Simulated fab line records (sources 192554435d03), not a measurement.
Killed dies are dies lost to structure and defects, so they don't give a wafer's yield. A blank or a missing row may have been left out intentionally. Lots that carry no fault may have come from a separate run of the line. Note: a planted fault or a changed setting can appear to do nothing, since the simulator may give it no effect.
Matching of chambers	flow n5_finfet	rie_diel-02 running N5_BEOL_M14_TRENCH_ETCH_34: 4 sister chambers
The step etches SiO2 in C4F8/O2/Ar, target depth 556.65 nm, time 126.9 s. 4 wafers are shown with their chamber, then 9 later ones without.

## WAFERS WITH THEIR CHAMBER
wafer	chamber	rf_vpp_V (V)
L084.5	3	2281
L084.6	2	2270
L089.4	1	2190
L089.6	0	2184

## WAFERS WITHOUT THEIR CHAMBER
wafer	rf_vpp_V (V)
L087.2	2190
L087.3	2280
L087.6	2184
L090.3	2183
L090.4	2281
L090.6	2184
L097.3	2182
L097.4	2189
L097.5	2182

## WHICH CHAMBER EACH WENT THROUGH
wafer	from the rows above	in truth
L087.2	1	1
L087.3	3	3
L087.6	0	0
L090.3	0	0
L090.4	3	3
L090.6	0	0
L097.3	0	0
L097.4	1	1
L097.5	0	0
Placed correctly: 9 of 9. Left unplaced by these rows: 0. Wrongly placed: 0.
How it was worked out, from the rows above alone: a wafer's distance from a chamber is the root of the sum, over the readings, of the square of ((its reading less the chamber's mean) divided by the reading's scatter). If the next closest chamber is less than 2 further off than the closest, the wafer can't be placed; otherwise it belongs to the closest. For every chamber, the mean is computed from those of its wafers that are shown. The scatter: root of mean squared gap, hidden wafer to nearest shown wafer, with one shown wafer a chamber.
